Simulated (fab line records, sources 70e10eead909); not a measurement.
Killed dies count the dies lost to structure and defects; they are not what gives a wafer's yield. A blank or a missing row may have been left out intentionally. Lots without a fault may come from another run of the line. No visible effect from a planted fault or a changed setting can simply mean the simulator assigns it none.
Which tool is to blame?	flow nand harc	33 wafers from 11 lots sampled at 5 of the route's 1302 steps

## WHAT THE GAUGES READ, wafer by wafer
NHARC_P_GATE_CD_MEAS_26 targets a cd of 120 nm.
lot	measured	on	cd nm (nm)
L263	day 5 10:13	cd sem-01	120.7 120.7 120.7
L265	day 6 07:27	cd sem-03	120.8 119.1 119.4
L268	day 7 08:08	cd sem-02	119.7 120.4 119.8
L269	day 7 20:43	cd sem-01	119.8 120.4 120.5
L279	day 12 02:20	cd sem-03	120.4 120.3 119.5
L280	day 12 14:45	cd sem-03	120.1 120.5 121.1
L281	day 12 19:13	cd sem-01	119.4 119.2 120.6
L283	day 13 14:01	cd sem-01	120.0 119.9 120.0
L282	day 13 14:16	cd sem-03	120.4 120.5 119.9
L284	day 14 11:32	cd sem-02	120.4 121.3 120.2
L285	day 14 19:14	cd sem-03	119.4 119.7 119.9

NHARC_P_GATE_CD_MEAS_59 targets a cd of 720 nm.
lot	measured	on	cd nm (nm)
L263	day 6 01:44	cd sem-01	720.4 720.0 718.0
L265	day 6 21:00	cd sem-03	719.4 719.9 719.9
L268	day 7 21:43	cd sem-03	720.8 717.7 718.6
L269	day 8 10:33	cd sem-03	715.1 712.3 713.5 715.1 712.6 713.6
L279	day 12 15:54	cd sem-01	720.9 721.2 720.4
L280	day 13 04:18	cd sem-03	716.9 716.9 717.6
L281	day 13 08:55	cd sem-03	719.5 719.6 717.1
L283	day 14 03:58	cd sem-03	718.4 718.4 717.3
L282	day 14 03:46	cd sem-02	717.2 717.7 719.8
L284	day 15 01:07	cd sem-03	719.2 718.8 716.9
L285	day 15 08:39	cd sem-02	719.3 718.3 718.8

## TOOL THAT RAN EACH LOT (tool first, then ch and the chambers of the sampled wafers, then the start)
lot	NHARC_P_GATE_DESCUM_31	NHARC_P_GATE_ETCH_114	NHARC_P_GATE_EXPOSE_56
L263	rie diel-02 ch 1,2, day 5 10:23	rie diel-02 ch 0,3, day 6 01:35 or earlier	krf scanner-03 ch 0, day 6 01:35
L265	rie diel-12 ch 0,2,3, day 6 07:39	rie diel-12 ch 0,3, day 6 20:51 or earlier	krf scanner-03 ch 0, day 6 20:51
L268	rie diel-02 ch 1,2, day 7 08:20	rie diel-02 ch 2,3, day 7 21:33 or earlier	krf scanner-03 ch 0, day 7 21:33
L269	rie diel-12 ch 2,3, day 7 20:54	rie diel-12 ch 0,2, day 8 10:24 or earlier	krf scanner-04 ch 0, day 8 10:24
L279	rie diel-12 ch 0,1,2, day 12 02:32	rie diel-12 ch 1,2,3, day 12 15:44 or earlier	krf scanner-04 ch 0, day 12 15:44
L280	rie diel-04 ch 0,2, day 12 14:56	rie diel-04 ch 0,1,3, day 13 04:08 or earlier	krf scanner-04 ch 0, day 13 04:08
L281	rie diel-12 ch 1,2, day 12 19:24	rie diel-12 ch 0,1, day 13 08:47 or earlier	krf scanner-01 ch 0, day 13 08:47
L283	rie diel-02 ch 0,1,3, day 13 14:12	rie diel-02 ch 0,2,3, day 14 03:49 or earlier	krf scanner-03 ch 0, day 14 03:49
L282	rie diel-12 ch 0,1,3, day 13 14:26	rie diel-12 ch 0,1,3, day 14 03:37 or earlier	krf scanner-04 ch 0, day 14 03:37
L284	rie diel-04 ch 1,2, day 14 11:44	rie diel-04 ch 0,1, day 15 00:58 or earlier	krf scanner-03 ch 0, day 15 00:58
L285	rie diel-04 ch 0,3, day 14 19:25	rie diel-04 ch 0,2,3, day 15 08:30 or earlier	krf scanner-03 ch 0, day 15 08:30
- NHARC_P_GATE_DESCUM_31: chemistry O2, time 3 s.
- NHARC_P_GATE_ETCH_114: etches the open film in CF4/O2, target depth 30 nm, overetch 3 nm, time 16.5 s.
- NHARC_P_GATE_EXPOSE_56: exposes mask P PSD, target cd 720 nm.

## WHAT THE TOOLS THEMSELVES READ (means of the sampled wafers that have a number; where no wafer has one, the mark that the record gives instead)
NHARC_P_GATE_DESCUM_31.
lot	tool	drypump motor current A (A)	oes product au (a.u.)	rf vpp V (V)	showerhead plenum p Torr (Torr)	throttle valve pct (%)
L263	rie diel-02	6.3	1.002	57.2	1.91	11.319
L265	rie diel-12	5.4	1.012	58.2	1.87	11.307
L268	rie diel-02	6.5	0.992	57.4	1.92	11.316
L269	rie diel-12	5.4	1.003	58.0	1.84	11.311
L279	rie diel-12	5.5	1.007	57.5	1.89	11.310
L280	rie diel-04	6.0	0.998	56.3	1.85	11.317
L281	rie diel-12	5.6	1.007	57.2	1.87	11.313
L283	rie diel-02	5.8	0.999	57.9	1.90	11.307
L282	rie diel-12	5.4	0.988	57.4	1.87	11.317
L284	rie diel-04	5.5	1.002	58.0	2.01	11.301
L285	rie diel-04	5.6	0.997	57.9	1.84	11.310

NHARC_P_GATE_ETCH_114.
lot	tool	drypump motor current A (A)	oes_o_777_au (a.u.)	oes product au (a.u.)	rf fwd power W (W)	rf vpp V (V)	showerhead plenum p Torr (Torr)	throttle valve pct (%)
L263	rie diel-02	5.8	1.001	1.008	293.2	197.7	1.32	13.393
L265	rie diel-12	5.3	0.999	1.008	296.5	197.0	1.29	13.389
L268	rie diel-02	6.2	1.004	0.996	293.0	198.0	1.31	13.402
L269	rie diel-12	5.4	1.003	1.008	294.6	198.2	1.33	13.393
L279	rie diel-12	5.4	0.999	1.004	295.5	197.6	1.29	13.395
L280	rie diel-04	5.3	1.002	0.996	293.9	197.4	1.33	13.399
L281	rie diel-12	5.5	1.002	1.000	296.3	198.4	1.32	13.398
L283	rie diel-02	6.0	1.004	0.989	293.9	197.6	1.34	13.398
L282	rie diel-12	5.4	0.997	0.996	296.5	197.0	1.31	13.397
L284	rie diel-04	5.7	1.001	0.994	293.9	197.6	1.30	13.394
L285	rie diel-04	5.7	1.000	1.004	292.9	196.8	1.32	13.405

## THE ANSWER, worked out from the rows above alone
Rule: the lots themselves supply what counts as usual. Put in order of their means at a reading, lots are off if they are a third of the lots or fewer, leave a main group of 4 or more, and stand apart from it by a gap of 3 or more times the standard deviation of the main group's means; of several such gaps the widest counts. If all means in a main group match to the digits the tables above print for the reading, that group is not used. A lot without any number at a reading at which 4 lots or more have one is off too. The other lots that the step has rows for count as sound. First the gauges in route order, then the tools' own readings, where a lot's mean is used as printed above. The first step at which some lot is off is used, and at that step the reading that is off furthest; a lot without a number counts as furthest.
Off, at NHARC_P_GATE_CD_MEAS_59 on cd nm: L269. The main group has a mean of 718.8 nm with a standard deviation of 0.97.
If a tool, at a process step before that reading, ran all the lots that are off and no sound lot after the first of them, it fits. Gauges at NHARC_P_GATE_CD_MEAS_59: tried the same way as those tools. With no start given for some of its lots, NHARC_P_GATE_ETCH_114 uses the hours and lot order of NHARC_P_GATE_EXPOSE_56. None of those tried fits.

## WHAT THE SIMULATOR PUT IN
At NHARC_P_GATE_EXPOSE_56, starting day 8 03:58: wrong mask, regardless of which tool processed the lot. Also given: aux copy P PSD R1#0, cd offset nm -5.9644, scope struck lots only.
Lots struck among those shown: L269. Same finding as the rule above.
